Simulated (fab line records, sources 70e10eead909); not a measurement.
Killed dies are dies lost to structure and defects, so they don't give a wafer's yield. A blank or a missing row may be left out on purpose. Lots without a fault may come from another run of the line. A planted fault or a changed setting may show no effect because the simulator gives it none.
Which tool did it? | flow nand_harc | 6 lots, 18 wafers sampled, at 2 steps of a route of 1159

WHAT THE GAUGES READ, wafer by wafer
NHARC_P_ZERO_WELL_CD_MEAS_24: target cd 720 nm.
lot  | measured    | on        | cd_nm (nm)
L848 | day 1 20:27 | cd_sem-02 | 717.5 720.2 718.0
L859 | day 4 14:36 | cd_sem-01 | 751.6 751.4 720.0
L861 | day 5 02:42 | cd_sem-01 | 717.1 718.7 719.0
L863 | day 5 14:28 | cd_sem-02 | 719.8 717.6 718.8
L865 | day 6 02:38 | cd_sem-01 | 717.9 718.2 716.3
L868 | day 6 20:36 | cd_sem-02 | 722.9 721.9 722.3

WHICH TOOL RAN EACH LOT (tool, then ch and the chambers of the sampled wafers, then the start)
lot  | NHARC_P_ZERO_WELL_EXPOSE_21
L848 | krf_scanner-04 ch 0, day 1 20:17
L859 | krf_scanner-03 ch 0, day 4 14:26
L861 | krf_scanner-01 ch 0, day 5 02:33
L863 | krf_scanner-01 ch 0, day 5 14:19
L865 | krf_scanner-04 ch 0, day 6 02:28
L868 | krf_scanner-01 ch 0, day 6 20:27
- NHARC_P_ZERO_WELL_EXPOSE_21: exposes mask P NWELL, target cd 720 nm.

THE ANSWER, worked out from the rows above alone
Rule: what is usual is taken from the lots themselves. Put in order of their means at a reading, lots are off if they are a third of the lots or fewer, leave a main group of 4 or more, and stand apart from it by a gap of 3 or more times the standard deviation of the main group's means; of several such gaps the widest counts. A main group whose means are all the same, to the digits that the tables above print for the reading, isn't used. A lot without any number at a reading at which 4 lots or more have one is off too. The other lots that the step has rows for count as sound.
Off: L859, at NHARC_P_ZERO_WELL_CD_MEAS_24 (cd_nm). The main group: mean 719.1 nm, standard deviation 1.7.
A tool fits if, at a process step before that reading, it ran every lot that is off, and no sound lot after the first of them. The gauges at NHARC_P_ZERO_WELL_CD_MEAS_24 are tried like those tools. One fits: krf_scanner-03 at NHARC_P_ZERO_WELL_EXPOSE_21. It ran no sound lot before its first lot that is off in this sample, so the start can't be narrowed down.

WHAT THE SIMULATOR HAD PUT IN
Process parameter drift: krf_scanner-03, from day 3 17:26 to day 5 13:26, at NHARC_P_ZERO_WELL_EXPOSE_21. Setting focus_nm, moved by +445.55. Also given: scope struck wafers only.
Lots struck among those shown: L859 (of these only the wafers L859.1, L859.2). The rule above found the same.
